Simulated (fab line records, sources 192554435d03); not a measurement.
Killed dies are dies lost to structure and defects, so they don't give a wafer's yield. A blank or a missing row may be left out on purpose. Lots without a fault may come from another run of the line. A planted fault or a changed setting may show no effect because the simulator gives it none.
Chamber matching | flow n5_finfet | N5_STI_FIN_REVEAL_ALD_00 on ald_sin-03: 4 sister chambers
The step deposits SiO2, target thk 1 nm, pulse time 1 s. 4 wafers are shown with their chamber, then 11 later ones without.

WAFERS WITH THEIR CHAMBER
wafer  | chamber | heater_power_w (W)
L089.3 | 1       | 527
L089.6 | 2       | 431
L091.6 | 0       | 451
L093.3 | 3       | 534

WAFERS WITHOUT THEIR CHAMBER
wafer  | heater_power_w (W)
L093.4 | 452
L093.6 | 447
L094.1 | 527
L094.4 | 422
L094.6 | 518
L095.1 | 512
L095.4 | 436
L095.5 | 445
L097.2 | 422
L097.3 | 525
L097.6 | 518

WHICH CHAMBER EACH WENT THROUGH
wafer  | from the rows above     | in truth
L093.4 | 0                       | 0
L093.6 | can't be placed: 0 or 2 | 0
L094.1 | can't be placed: 1 or 3 | 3
L094.4 | 2                       | 2
L094.6 | can't be placed: 1 or 3 | 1
L095.1 | can't be placed: 1 or 3 | 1
L095.4 | can't be placed: 2 or 0 | 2
L095.5 | can't be placed: 0 or 2 | 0
L097.2 | 2                       | 2
L097.3 | can't be placed: 1 or 3 | 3
L097.6 | can't be placed: 1 or 3 | 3
Placed correctly: 3 of 11. Can't be placed from these rows: 8 (the true chamber is among the candidates in 8). Placed wrongly: 0.
How it was worked out, from the rows above alone: a wafer's distance from a chamber is the root of the sum, over the readings, of the square of ((its reading less the chamber's mean) divided by the reading's scatter). The wafer belongs to the nearest chamber; if the next one is less than 2 further off, it can't be placed. A chamber's mean is the mean of its shown wafers. The scatter: with one shown wafer a chamber, the root of the mean of the squares of how far each hidden wafer lies from its nearest shown one.
